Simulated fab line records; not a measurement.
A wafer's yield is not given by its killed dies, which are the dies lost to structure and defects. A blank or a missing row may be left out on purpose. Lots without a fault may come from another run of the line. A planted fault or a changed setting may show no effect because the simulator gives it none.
fab line records	flow n5_finfet
record: lots: 11	wafers: 32	last_day: 17
route steps=1938 shown BEOL_M15@1817 MIM_TOP@1836 MIM_TOP_LITHO@1849 PASSIVATION@1936
lots that met no fault: from a run of the same line without faults
start_h: start of the lot's first displayed wafer, in hours after the record's first day	wait_h: hours elapsed since this lot's preceding step	" the same as in the row above	L1.1+2: a row that stands for several wafers	- either no value or no given start	* or withheld: withheld	< > ~ a bound
route shown NAME@n: a module of which the file shows steps, and the number in the route of the first	usual: the fault-free wafers' mean and standard deviation	same: alike in all rows	chamber/n: place in a boat	sites: readings site by site	_std_site: the standard deviation of these	_edge_site: outer sites' mean less inner sites'	radius_mm: for every site, how far away it sits from the centre of the wafer	mask NAME#n: copy n	behind: tool/chamber where the wafer was last shaped	hold: why the lot was held/for how many hours/how that ended	device: the n, p or np transistor that did not switch	end of line: the same wafers' tests at the end of the route	a step given without rows: its recipe and nothing more	killed: the dies lost at the first sort to structure and to defects; this is not the yield of the wafer	map: per-die view of a wafer (x killed, . not killed, _ where there is no die)
set.NAME: the setting the step ran with; set.NAME@STEP: the setting that earlier step ran with	model.NAME: the simulator's own value behind a step, which no gauge read
steps of the route over a sample of lots; a table a step, a row a wafer
services: when a tool's chamber went out of use (start_h, in hours from the record's first day, below 0 if earlier), for how many hours, and the reason
== steps ==
step: N5_BEOL_M15_DEGAS_41
recipe: ambient: vacuum	temp_c: 300	time_s: 60
usual: heater_power_w: 471/58	susceptor_temp_C: 300.00/0.18
lot.wafer	tool	chamber	start_h	wait_h	heater_power_w	susceptor_temp_C
L182.1	pvd_sputter-01	-	257.59	0.3	451	299.95
L182.4	"	-	"	"	450	299.69
L182.6	"	-	"	"	452	299.76
L183.1	pvd_sputter-01	-	276.94	0.5	534	300.03
L183.2	"	-	"	"	431	299.90
L186.1	pvd_sputter-02	-	288.35	0.2	426	299.93
L186.4	"	-	"	"	511	300.07
L186.6	"	-	"	"	483	299.86
L190.1	pvd_sputter-01	-	307.90	0.3	440	300.09
L190.2	"	-	"	"	441	300.04
L190.3	"	-	"	"	590	299.89
L193.1	pvd_sputter-02	-	317.40	0.4	447	300.24
L193.4	"	-	"	"	513	299.97
L193.6	"	-	"	"	424	300.05
L192.2	pvd_sputter-01	-	338.63	0.6	585	299.82
L192.4	"	-	"	"	599	299.91
L192.5	"	-	"	"	529	300.17
L196.3	pvd_sputter-01	-	350.49	0.4	438	299.87
L196.5	"	-	"	"	461	300.37
L196.6	"	-	"	"	536	300.22
L194.1	pvd_sputter-01	-	355.74	0.2	533	300.15
L194.4	"	-	"	"	578	299.89
L194.5	"	-	"	"	538	300.02
L202.3	pvd_sputter-01	-	387.15	0.6	610	300.29
L202.5	"	-	"	"	603	300.02
L202.6	"	-	"	"	525	299.96
L203.1	pvd_sputter-03	-	393.96	0.2	481	300.25
L203.2	"	-	"	"	395	299.96
L203.3	"	-	"	"	398	300.14
L204.1	pvd_sputter-01	-	403.75	0.4	439	299.81
L204.3	"	-	"	"	460	299.83
L204.4	"	-	"	"	541	299.91
step: N5_BEOL_M15_SPUTTER_43
recipe: material: TaN	target_thk_a: 150	temp_c: 50	bias_v: 168.6	power_w: 15000	chamber_pressure_pa: 0.12	time_s: 24.19
usual: chamber_pressure_pa: 0.12004/0.00025	susceptor_temp_C: 50.00/0.12	throttle_valve_pct: 30.0/0.99
lot.wafer	tool	chamber	start_h	wait_h	chamber_pressure_pa	susceptor_temp_C	throttle_valve_pct
L182.1	pvd_sputter-01	-	257.67	0.0	0.12026	50.00	28.7
L182.4	"	-	"	"	0.12002	50.10	31.8
L182.6	"	-	"	"	0.11991	50.03	28.8
L183.1	pvd_sputter-01	-	277.02	0.0	0.11997	49.97	30.1
L183.2	"	-	"	"	0.12004	49.93	31.8
L186.1	pvd_sputter-02	-	288.43	0.0	0.11983	50.18	30.2
L186.4	"	-	"	"	0.12041	50.08	28.5
L186.6	"	-	"	"	0.11985	49.98	29.7
L190.1	pvd_sputter-01	-	307.98	0.0	0.11972	49.95	31.8
L190.2	"	-	"	"	0.11989	50.06	28.9
L190.3	"	-	"	"	0.1199	50.23	28.9
L193.1	pvd_sputter-02	-	317.48	0.0	0.12014	50.02	30.1
L193.4	"	-	"	"	0.12	49.90	28.8
L193.6	"	-	"	"	0.12004	50.08	30.3
L192.2	pvd_sputter-01	-	338.71	0.0	0.11977	49.98	29.2
L192.4	"	-	"	"	0.11975	49.98	29.0
L192.5	"	-	"	"	0.11969	49.68	30.1
L196.3	pvd_sputter-01	-	350.57	0.0	0.1199	49.93	31.6
L196.5	"	-	"	"	0.11997	50.10	28.6
L196.6	"	-	"	"	0.12029	49.88	30.2
L194.1	pvd_sputter-01	-	355.82	0.0	0.11982	49.73	30.3
L194.4	"	-	"	"	0.11978	50.00	29.0
L194.5	"	-	"	"	0.12021	49.90	30.1
L202.3	pvd_sputter-01	-	387.23	0.0	0.12008	50.04	28.8
L202.5	"	-	"	"	0.11994	49.98	29.2
L202.6	"	-	"	"	0.12001	50.10	29.9
L203.1	pvd_sputter-03	-	394.04	0.0	0.1202	49.92	30.0
L203.2	"	-	"	"	0.12018	49.88	29.4
L203.3	"	-	"	"	0.11993	49.97	30.0
L204.1	pvd_sputter-01	-	403.83	0.0	0.1196	49.85	31.5
L204.3	"	-	"	"	0.12009	50.23	29.0
L204.4	"	-	"	"	0.11998	49.87	30.3
step: N5_BEOL_M15_PRE_CLEAN_52
recipe: gas: NH3	time_s: 15	temp_c: withheld	rf_power_w: 300
lot.wafer	tool	chamber	start_h	wait_h
L182.1+4+6	pecvd-02	0,0,2	258.82	0.0
L183.1+2	pecvd-02	2,0	278.17	0.0
L186.1+4+6	pecvd-04	2,1,2	289.99	0.0
L190.1+2+3	pecvd-03	0,2,1	309.22	0.0
L193.1+4+6	pecvd-02	1,0,1	318.67	0.0
L192.2+4+5	pecvd-02	2,2,1	339.86	0.0
L196.3+5+6	pecvd-02	2,2,0	351.83	0.0
L194.1+4+5	pecvd-02	2,0,1	357.85	0.0
L202.3+5+6	pecvd-03	1,1,0	388.38	0.0
L203.1+2+3	pecvd-04	2,1,0	395.22	0.0
L204.1+3+4	pecvd-03	2,1,1	405.01	0.0
step: N5_BEOL_M15_INSPECT_55
recipe: inspect_instrument: darkfield	mode: post_dep
usual: raw_defect_count: 70/24
lot.wafer	tool	chamber	start_h	wait_h	raw_defect_count
L182.1	defect_inspect-02	-	258.96	0.0	61
L182.4	"	-	"	"	85
L182.6	"	-	"	"	97
L183.1	defect_inspect-01	-	278.29	0.0	35
L183.2	"	-	"	"	36
L186.1	defect_inspect-02	-	290.11	0.0	102
L186.4	"	-	"	"	153
L186.6	"	-	"	"	104
L190.1	defect_inspect-02	-	309.33	0.0	102
L190.2	"	-	"	"	122
L190.3	"	-	"	"	94
L193.1	defect_inspect-01	-	318.79	0.0	77
L193.4	"	-	"	"	49
L193.6	"	-	"	"	85
L192.2	defect_inspect-02	-	339.98	0.0	61
L192.4	"	-	"	"	44
L192.5	"	-	"	"	33
L196.3	defect_inspect-01	-	351.95	0.0	1230
L196.5	"	-	"	"	1186
L196.6	"	-	"	"	40
L194.1	defect_inspect-02	-	357.96	0.0	1201
L194.4	"	-	"	"	81
L194.5	"	-	"	"	86
L202.3	defect_inspect-01	-	388.50	0.0	86
L202.5	"	-	"	"	99
L202.6	"	-	"	"	58
L203.1	defect_inspect-01	-	395.34	0.0	84
L203.2	"	-	"	"	109
L203.3	"	-	"	"	132
L204.1	defect_inspect-02	-	405.13	0.0	54
L204.3	"	-	"	"	94
L204.4	"	-	"	"	94
step: N5_MIM_TOP_ALD_02
recipe: material: Al2O3	target_thk_a: *	temp_c: withheld	ald_precursor_family: TMA	ald_co_reactant: O3	pulse_time_s: withheld	purge_time_s: 3	co_reactant_purge_time_s: withheld	co_reactant_pulse_time_s: 3	ald_cycles: withheld
usual: precursor_pulse_height_rel: 0.997/0.019
lot.wafer	tool	chamber	start_h	wait_h	precursor_pulse_height_rel
L182.1	ald_hk-01	0	-	-	1.011
L182.4	"	3	"	"	1.019
L182.6	"	3	"	"	1.006
L183.1	ald_hk-03	1	-	-	0.979
L183.2	"	0	"	"	1.038
L186.1	ald_hk-02	1	-	-	1.002
L186.4	"	3	"	"	1.012
L186.6	"	0	"	"	0.989
L190.1	ald_hk-01	3	-	-	0.981
L190.2	"	0	"	"	0.995
L190.3	"	1	"	"	0.994
L193.1	ald_hk-02	0	-	-	0.991
L193.4	"	2	"	"	0.994
L193.6	"	2	"	"	0.974
L192.2	ald_hk-01	0	-	-	0.996
L192.4	"	3	"	"	1.004
L192.5	"	3	"	"	0.994
L196.3	ald_hk-01	3	-	-	0.970
L196.5	"	3	"	"	0.975
L196.6	"	2	"	"	0.979
L194.1	ald_hk-02	3	-	-	0.968
L194.4	"	2	"	"	1.008
L194.5	"	1	"	"	0.995
L202.3	ald_hk-02	1	-	-	1.012
L202.5	"	0	"	"	0.975
L202.6	"	3	"	"	1.027
L203.1	ald_hk-01	2	-	-	0.970
L203.2	"	3	"	"	1.008
L203.3	"	0	"	"	1.050
L204.1	ald_hk-02	2	-	-	1.007
L204.3	"	0	"	"	0.999
L204.4	"	3	"	"	0.980
step: N5_MIM_TOP_LITHO_INSPECT_12
recipe: mode: adi	inspect_instrument: macro
usual: raw_defect_count: 2.0/1.4
lot.wafer	tool	chamber	start_h	wait_h	raw_defect_count
L182.1	defect_inspect-02	-	262.35	0.0	1
L182.4	"	-	"	"	1
L182.6	"	-	"	"	0
L183.1	defect_inspect-01	-	283.14	0.0	0
L183.2	"	-	"	"	2
L186.1	defect_inspect-02	-	293.80	0.0	1
L186.4	"	-	"	"	1
L186.6	"	-	"	"	1
L190.1	defect_inspect-01	-	312.39	0.0	3
L190.2	"	-	"	"	3
L190.3	"	-	"	"	2
L193.1	defect_inspect-01	-	321.96	0.0	1
L193.4	"	-	"	"	2
L193.6	"	-	"	"	2
L192.2	defect_inspect-02	-	344.87	0.0	3
L192.4	"	-	"	"	7
L192.5	"	-	"	"	2
L196.3	defect_inspect-01	-	356.39	0.0	>300
L196.5	"	-	"	"	>300
L196.6	"	-	"	"	2
L194.1	defect_inspect-02	-	362.52	0.0	>300
L194.4	"	-	"	"	5
L194.5	"	-	"	"	2
L202.3	defect_inspect-02	-	393.00	0.0	5
L202.5	"	-	"	"	1
L202.6	"	-	"	"	1
L203.1	defect_inspect-02	-	398.81	0.0	6
L203.2	"	-	"	"	0
L203.3	"	-	"	"	1
L204.1	defect_inspect-02	-	407.86	0.0	3
L204.3	"	-	"	"	1
L204.4	"	-	"	"	0
step: N5_PASSIVATION_PROBE_49
usual: defect_limited_yield: 91.4/1.4	killed_at_M0_to_M3: 32/10	killed_at_M4_up: 13/5.6	killed_at_contacts: 13/6.6	killed_at_front_end: 39/13	killed_at_other: 3.4/2.8	killed_dies: 101/17	killed_on_rim: 14/4.5	killed_open: 66/13	killed_short: 33/7	sort_bin_5_function: 5.0/0.93	sort_bin_6_memory: 3.2/0.65	sort_bin_8_speed: 0.01/0.16	sort_n_pass: 1078/17	sort_yield_pct: 91.4/1.4
same: gross_dies: 1180	killed_at_back_side: 0	sort_bin_4_leakage[%]: 0
lot.wafer	tool	chamber	start_h	wait_h	defect_limited_yield[%]	killed_at_M0_to_M3	killed_at_M4_up	killed_at_contacts	killed_at_front_end	killed_at_other	killed_dies	killed_on_rim	killed_open	killed_short	sort_bin_5_function[%]	sort_bin_6_memory[%]	sort_bin_8_speed[%]	sort_n_pass	sort_yield_pct[%]
L182.1	prober-01	-	273.29	0.0	91.1	33	16	13	41	2	105	13	77	28	5.8	2.9	1.86	1053	89.2
L182.4	prober-01	-	273.44	0.2	90.2	29	19	21	42	5	116	15	78	38	6.6	2.8	0	1064	90.2
L182.6	prober-01	-	273.54	0.3	91.4	12	14	21	53	1	101	13	59	37	5.1	2.9	0	1079	91.4
L183.1	prober-01	-	293.31	0.0	93.6	26	11	5	32	1	75	6	53	22	3.8	2.3	0	1105	93.6
L183.2	prober-01	-	293.36	0.1	90.2	32	10	15	55	4	116	18	73	43	6.3	3.1	0	1064	90.2
L186.1	prober-02	-	306.64	0.0	90.6	35	7	12	53	4	111	13	70	38	5.7	3.6	0	1069	90.6
L186.4	prober-02	-	306.79	0.2	89.2	36	15	13	60	3	127	22	92	31	6.3	3.9	0	1053	89.2
L186.6	prober-02	-	306.89	0.3	89.8	33	14	14	56	3	120	12	79	39	6.4	3.3	0	1060	89.8
L190.1	prober-02	-	323.01	0.0	91.4	24	11	14	51	2	102	11	73	22	4.2	3.7	0	1078	91.4
L190.2	prober-02	-	323.06	0.1	90.0	37	9	16	55	1	118	18	68	48	5.7	3.7	0	1062	90.0
L190.3	prober-02	-	323.11	0.1	91.1	31	13	21	38	2	105	12	69	35	5.6	2.8	0	1075	91.1
L193.1	prober-02	-	332.17	0.0	92.8	16	13	10	44	2	85	8	56	29	3.6	3.6	0	1095	92.8
L193.4	prober-02	-	332.32	0.2	90.8	24	10	31	37	6	108	14	81	27	5.2	3.9	0	1072	90.8
L193.6	prober-02	-	332.42	0.3	91.6	27	14	26	29	3	99	10	65	34	4.9	3.0	0	1081	91.6
L192.2	prober-01	-	355.16	0.1	93.0	25	19	7	25	7	83	12	43	33	4.0	2.5	0	1097	93.0
L192.4	prober-01	-	355.26	0.2	90.3	36	32	3	40	3	114	15	77	33	6.1	3.4	0	1066	90.3
L192.5	prober-01	-	355.31	0.2	92.5	36	25	6	20	1	88	6	60	25	4.4	2.6	0	1092	92.5
L196.3	prober-01	-	365.15	0.1	83.3	44	103	4	38	8	197	42	56	40	8.8	4.2	0	983	83.3
L196.5	prober-01	-	365.25	0.2	85.3	48	90	9	25	2	174	30	54	38	8.7	3.5	0	1006	85.3
L196.6	prober-01	-	365.30	0.3	91.9	33	16	7	32	8	96	20	57	31	4.2	3.3	0	1084	91.9
L194.1	prober-02	-	374.11	0.0	84.2	44	88	12	41	2	187	36	64	37	8.1	4.7	0	993	84.2
L194.4	prober-02	-	374.26	0.2	91.8	32	14	3	40	8	97	18	60	37	4.1	3.9	0	1083	91.8
L194.5	prober-02	-	374.31	0.2	90.6	43	15	5	41	7	111	12	71	38	6.1	3.1	0	1069	90.6
L202.3	prober-01	-	402.87	0.1	90.5	34	16	33	26	3	112	13	79	31	5.7	3.7	0	1068	90.5
L202.5	prober-01	-	402.97	0.2	92.2	27	10	12	40	3	92	13	58	33	4.6	2.8	0	1088	92.2
L202.6	prober-01	-	403.02	0.3	93.6	29	6	6	31	4	76	7	41	34	3.7	2.3	0	1104	93.6
L203.1	prober-01	-	408.39	0.0	89.7	37	6	14	59	6	122	20	80	33	6.2	3.1	0	1058	89.7
L203.2	prober-01	-	408.44	0.1	89.2	31	13	10	63	10	127	14	85	40	5.9	4.4	0	1053	89.2
L203.3	prober-01	-	408.49	0.1	88.2	37	14	12	72	4	139	20	102	36	7.0	4.5	0	1041	88.2
L204.1	prober-02	-	419.08	0.0	91.7	36	17	13	32	0	98	6	67	30	4.9	3.1	0	1082	91.7
L204.3	prober-02	-	419.18	0.1	90.0	41	10	13	54	0	118	17	71	41	5.5	3.8	0	1062	90.0
L204.4	prober-02	-	419.23	0.2	89.8	48	11	20	40	1	120	24	84	36	5.8	4.1	0	1060	89.8
killed by level:class
L182.1 MOL_CONTACT_COAG:geometric_particle:open=12 BEOL_M2:geometric_particle:open=9 FIN_SAQP:geometric_particle:open=8 STI_FIN_REVEAL:geometric_particle:open=8 BEOL_M1:geometric_particle:open=8 FIN_SAQP:geometric_particle:short=7 DUMMY_GATE:geometric_particle:open=7 BEOL_M4:geometric_particle:open=6
L182.4 MOL_CONTACT_COAG:geometric_particle:open=15 STI_FIN_REVEAL:geometric_particle:open=15 BEOL_M4:geometric_particle:open=11 BEOL_M0_SAQP:geometric_particle:short=8 BEOL_M1:geometric_particle:open=7 MOL_CONTACT_COAG:geometric_particle:short=6 BEOL_M4:geometric_particle:short=6 FIN_SAQP:geometric_particle:short=5
L182.6 MOL_CONTACT_COAG:geometric_particle:open=14 FIN_SAQP:geometric_particle:short=12 FIN_SAQP:geometric_particle:open=12 MOL_CONTACT_COAG:geometric_particle:short=7 BEOL_M4:geometric_particle:open=6 STI_FIN_REVEAL:geometric_particle:open=5 DUMMY_GATE:geometric_particle:open=5 BEOL_M1:geometric_particle:open=5
L183.1 STI_FIN_REVEAL:geometric_particle:open=13 BEOL_M3:geometric_particle:open=11 FIN_SAQP:geometric_particle:short=5 BEOL_M1:geometric_particle:open=5 BEOL_M4:geometric_particle:open=5 FIN_SAQP:geometric_particle:open=4 MOL_CONTACT_COAG:geometric_particle:open=4 BEOL_M0:geometric_particle:short=3
L183.2 FIN_SAQP:geometric_particle:open=16 MOL_CONTACT_COAG:geometric_particle:open=13 FIN_SAQP:geometric_particle:short=9 GATE_CUT:geometric_particle:short=8 BEOL_M3:geometric_particle:open=8 BEOL_M0_SAQP:geometric_particle:short=7 BEOL_M0_SAQP:geometric_particle:open=7 STI_FIN_REVEAL:geometric_particle:open=4
L186.1 STI_FIN_REVEAL:geometric_particle:open=13 MOL_CONTACT_COAG:geometric_particle:open=10 BEOL_M0_SAQP:geometric_particle:short=10 BEOL_M0_SAQP:geometric_particle:open=9 FIN_SAQP:geometric_particle:open=8 FIN_SAQP:geometric_particle:short=7 GATE_CUT:geometric_particle:short=7 BEOL_M2:geometric_particle:open=7
L186.4 STI_FIN_REVEAL:geometric_particle:open=16 FIN_SAQP:geometric_particle:open=14 MOL_CONTACT_COAG:geometric_particle:open=11 BEOL_M1:geometric_particle:open=7 BEOL_M4:geometric_particle:open=7 BEOL_M0_SAQP:geometric_particle:open=6 BEOL_M3:geometric_particle:open=6 FIN_SAQP:geometric_particle:short=5
L186.6 STI_FIN_REVEAL:geometric_particle:open=13 FIN_SAQP:geometric_particle:short=12 MOL_CONTACT_COAG:geometric_particle:open=10 FIN_SAQP:geometric_particle:open=9 BEOL_M3:geometric_particle:open=8 BEOL_M0_SAQP:geometric_particle:open=7 GATE_CUT:geometric_particle:open=6 BEOL_M0_SAQP:geometric_particle:short=5
L190.1 STI_FIN_REVEAL:geometric_particle:open=14 MOL_CONTACT_COAG:geometric_particle:open=13 FIN_SAQP:geometric_particle:short=9 FIN_SAQP:geometric_particle:open=8 BEOL_M1:geometric_particle:open=7 HKMG_FIN:area_etch=6 BEOL_M2:geometric_particle:open=5 BEOL_M0_SAQP:geometric_particle:open=4
L190.2 FIN_SAQP:geometric_particle:short=20 BEOL_M3:geometric_particle:open=12 MOL_CONTACT_COAG:geometric_particle:open=10 BEOL_M2:geometric_particle:open=8 GATE_CUT:geometric_particle:short=6 MOL_CONTACT_COAG:geometric_particle:short=6 FIN_SAQP:geometric_particle:open=5 STI_FIN_REVEAL:geometric_particle:open=5
L190.3 MOL_CONTACT_COAG:geometric_particle:open=17 FIN_SAQP:geometric_particle:open=13 BEOL_M0_SAQP:geometric_particle:short=7 FIN_SAQP:geometric_particle:short=6 BEOL_M1:geometric_particle:open=6 BEOL_M0_SAQP:geometric_particle:open=5 STI_FIN_REVEAL:geometric_particle:open=4 MOL_CONTACT_COAG:geometric_particle:short=4
L193.1 FIN_SAQP:geometric_particle:open=13 FIN_SAQP:geometric_particle:short=10 MOL_CONTACT_COAG:geometric_particle:open=9 STI_FIN_REVEAL:geometric_particle:open=5 DUMMY_GATE:geometric_particle:open=4 BEOL_M4:geometric_particle:open=4 BEOL_M2:geometric_particle:open=3 BEOL_M7:geometric_particle:open=3
L193.4 MOL_CONTACT_COAG:geometric_particle:open=25 FIN_SAQP:geometric_particle:short=10 FIN_SAQP:geometric_particle:open=7 BEOL_M1:geometric_particle:open=7 MOL_CONTACT_COAG:geometric_particle:short=6 STARTING-WAFER:geometric_particle:open=6 BEOL_M2:geometric_particle:open=6 BEOL_M4:geometric_particle:open=6
L193.6 MOL_CONTACT_COAG:geometric_particle:open=22 FIN_SAQP:geometric_particle:short=8 BEOL_M0:geometric_particle:open=7 BEOL_M4:geometric_particle:open=7 GATE_CUT:geometric_particle:short=6 BEOL_M1:geometric_particle:open=5 FIN_SAQP:geometric_particle:open=4 MOL_CONTACT_COAG:geometric_particle:short=4
L192.2 BEOL_M4:geometric_particle:open=14 BEOL_M0_SAQP:geometric_particle:short=8 BEOL_M0_SAQP:geometric_particle:open=7 FIN_SAQP:geometric_particle:short=5 GATE_CUT:geometric_particle:short=4 MOL_CONTACT_COAG:geometric_particle:open=4 HKMG_FIN:area_etch=4 FIN_SAQP:geometric_particle:open=3
L192.4 BEOL_M4:geometric_particle:open=16 FIN_SAQP:geometric_particle:open=13 BEOL_M1:geometric_particle:open=12 BEOL_M2:geometric_particle:open=10 STARTING-WAFER:geometric_particle:short=6 FIN_SAQP:geometric_particle:short=5 BEOL_M0_SAQP:geometric_particle:short=5 ILD0:geometric_particle:short=4
L192.5 BEOL_M4:geometric_particle:open=16 BEOL_M0_SAQP:geometric_particle:open=9 FIN_SAQP:geometric_particle:short=8 BEOL_M0_SAQP:geometric_particle:short=6 BEOL_M1:geometric_particle:open=6 BEOL_M2:geometric_particle:short=6 FIN_SAQP:geometric_particle:open=5 MOL_CONTACT_COAG:geometric_particle:open=4
L196.3 BEOL_M15:unspecified=90 BEOL_M0_SAQP:geometric_particle:short=16 HKMG_FIN:area_etch=11 BEOL_M2:geometric_particle:open=9 FIN_SAQP:geometric_particle:open=8 STI_FIN_REVEAL:geometric_particle:open=7 BEOL_M4:geometric_particle:open=6 BEOL_M0_SAQP:geometric_particle:open=5
L196.5 BEOL_M15:unspecified=81 BEOL_M0_SAQP:geometric_particle:short=20 BEOL_M0_SAQP:geometric_particle:open=13 MOL_CONTACT_COAG:geometric_particle:open=7 BEOL_M2:geometric_particle:open=7 FIN_SAQP:geometric_particle:open=6 FIN_SAQP:geometric_particle:short=4 STARTING-WAFER:geometric_particle:open=3
L196.6 BEOL_M0_SAQP:geometric_particle:open=11 BEOL_M0_SAQP:geometric_particle:short=10 BEOL_M2:geometric_particle:open=8 FIN_SAQP:geometric_particle:short=7 HKMG_FIN:area_etch=6 MOL_CONTACT_COAG:geometric_particle:open=5 BEOL_M4:geometric_particle:open=5 BEOL_M5:geometric_particle:open=4
L194.1 BEOL_M15:unspecified=78 BEOL_M0_SAQP:geometric_particle:short=15 MOL_CONTACT_COAG:geometric_particle:open=11 BEOL_M2:geometric_particle:open=10 FIN_SAQP:geometric_particle:short=9 BEOL_M0_SAQP:geometric_particle:open=9 BEOL_M4:geometric_particle:open=7 FIN_SAQP:geometric_particle:open=6
L194.4 BEOL_M0_SAQP:geometric_particle:short=13 BEOL_M0_SAQP:geometric_particle:open=12 FIN_SAQP:geometric_particle:short=9 BEOL_M4:geometric_particle:open=9 FIN_SAQP:geometric_particle:open=7 STI_FIN_REVEAL:geometric_particle:open=7 DUMMY_GATE:geometric_particle:open=4 PASS1_CAP:geometric_particle:open=4
L194.5 FIN_SAQP:geometric_particle:short=13 FIN_SAQP:geometric_particle:open=13 BEOL_M0_SAQP:geometric_particle:open=11 BEOL_M3:geometric_particle:open=9 BEOL_M4:geometric_particle:open=8 BEOL_M0_SAQP:geometric_particle:short=7 BEOL_M2:geometric_particle:open=7 BEOL_M1:geometric_particle:open=5
L202.3 MOL_CONTACT_COAG:geometric_particle:open=21 MOL_CONTACT_COAG:geometric_particle:short=11 BEOL_M2:geometric_particle:open=11 BEOL_M4:geometric_particle:open=8 BEOL_M1:geometric_particle:open=7 BEOL_M0_SAQP:geometric_particle:short=6 FIN_SAQP:geometric_particle:open=4 STI_FIN_REVEAL:geometric_particle:open=4
L202.5 FIN_SAQP:geometric_particle:short=13 FIN_SAQP:geometric_particle:open=11 MOL_CONTACT_COAG:geometric_particle:open=10 BEOL_M0_SAQP:geometric_particle:short=7 BEOL_M2:geometric_particle:open=7 BEOL_M3:geometric_particle:open=6 DUMMY_GATE:geometric_particle:open=5 BEOL_M0_SAQP:geometric_particle:open=5
L202.6 BEOL_M2:geometric_particle:open=14 FIN_SAQP:geometric_particle:short=8 FIN_SAQP:geometric_particle:open=5 STARTING-WAFER:geometric_particle:short=5 MOL_CONTACT_COAG:geometric_particle:open=4 BEOL_M0_SAQP:geometric_particle:short=4 BEOL_M2:geometric_particle:short=4 STI_FIN_REVEAL:geometric_particle:open=3
L203.1 FIN_SAQP:geometric_particle:open=16 STI_FIN_REVEAL:geometric_particle:open=14 BEOL_M1:geometric_particle:open=12 MOL_CONTACT_COAG:geometric_particle:open=11 HKMG_FIN:area_etch=8 FIN_SAQP:geometric_particle:short=7 BEOL_M3:geometric_particle:open=7 STI_FIN_REVEAL:geometric_particle:short=4
L203.2 FIN_SAQP:geometric_particle:open=16 STI_FIN_REVEAL:geometric_particle:open=12 BEOL_M3:geometric_particle:open=12 FIN_SAQP:geometric_particle:short=10 MOL_CONTACT_COAG:geometric_particle:open=8 GATE_CUT:geometric_particle:short=6 BEOL_M0:geometric_particle:open=5 BEOL_M1:geometric_particle:open=5
L203.3 FIN_SAQP:geometric_particle:open=24 STI_FIN_REVEAL:geometric_particle:open=16 BEOL_M1:geometric_particle:open=13 FIN_SAQP:geometric_particle:short=11 MOL_CONTACT_COAG:geometric_particle:open=11 BEOL_M4:geometric_particle:open=7 STI_FIN_REVEAL:geometric_particle:short=6 GATE_CUT:geometric_particle:short=6
L204.1 STI_FIN_REVEAL:geometric_particle:open=12 MOL_CONTACT_COAG:geometric_particle:open=12 FIN_SAQP:geometric_particle:open=9 BEOL_M3:geometric_particle:open=8 BEOL_M0_SAQP:geometric_particle:open=6 BEOL_M0_SAQP:geometric_particle:short=6 BEOL_M1:geometric_particle:short=6 BEOL_M1:geometric_particle:open=4
L204.3 STI_FIN_REVEAL:geometric_particle:open=14 BEOL_M0_SAQP:geometric_particle:short=11 FIN_SAQP:geometric_particle:open=9 MOL_CONTACT_COAG:geometric_particle:open=9 FIN_SAQP:geometric_particle:short=8 BEOL_M0_SAQP:geometric_particle:open=8 BEOL_M1:geometric_particle:open=8 BEOL_M3:geometric_particle:open=6
L204.4 MOL_CONTACT_COAG:geometric_particle:open=16 STI_FIN_REVEAL:geometric_particle:open=15 FIN_SAQP:geometric_particle:open=12 BEOL_M0_SAQP:geometric_particle:short=10 BEOL_M1:geometric_particle:open=9 BEOL_M0_SAQP:geometric_particle:open=9 BEOL_M1:geometric_particle:short=8 FIN_SAQP:geometric_particle:short=4
== services ==
tool	chamber	start_h	hours	kind
pecvd-03	2	243.63	2.1	scheduled_down
pecvd-02	1	256.61	16.5	scheduled_down
ald_hk-02	-	278.39	0.2	repair
ald_hk-01	-	295.80	1.2	pm
pecvd-03	0	302.43	5.6	repair
pecvd-03	-	312.15	6.0	pm
pecvd-04	2	318.61	5.5	scheduled_down
pecvd-03	-	322.53	0.9	repair
pecvd-02	2	327.87	2.1	scheduled_down
ald_hk-03	-	341.38	14.6	pm
ald_hk-03	-	359.11	0.6	repair
ald_hk-01	-	377.02	14.6	pm
pecvd-02	1	383.63	-	clean
pecvd-02	1	383.63	-	consumable_replace:showerhead
pecvd-02	1	383.63	29.0	scheduled_down
pecvd-02	1	383.63	29.0	vent_cycle
ald_hk-01	-	391.62	2.8	pm
== key ==
first_sign: step: N5_BEOL_M15_INSPECT_55	reading: raw_defect_count	direction: up	sigmas: 48	usual: 70	struck: 1206
effect: step: N5_MIM_TOP_LITHO_INSPECT_12	reading: raw_defect_count	direction: up	sigmas: 99+	usual: 2.0	struck: >300
effect: step: N5_PASSIVATION_PROBE_49	reading: killed_at_M4_up	direction: up	sigmas: 14	usual: 13	struck: 94
more_kills_born_at: N5_BEOL_M15_PRE_CLEAN_52@pecvd-02: 249
met_at N5_BEOL_M15_PRE_CLEAN_52
struck_lots L194,L196
struck_wafers L194.1,L196.3,L196.5
baseline_loss: step: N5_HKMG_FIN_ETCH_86	wafers: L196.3
not_acting_at N5_BEOL_M15_DEGAS_41,N5_BEOL_M15_SPUTTER_43,N5_MIM_TOP_ALD_02
onset_between 339.86 351.83
fault: kind: chamber_particle_source	tool: pecvd-02	chamber: 2	onset_h: 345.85	steps: N5_BEOL_M15_PRE_CLEAN_52	rate_per_visit_cm2: 1.7589	end_h: 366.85
baseline_loss: these wafers lose ten dies or more at that step, a loss of the line's own and not of a fault; the sort's usual values leave them out
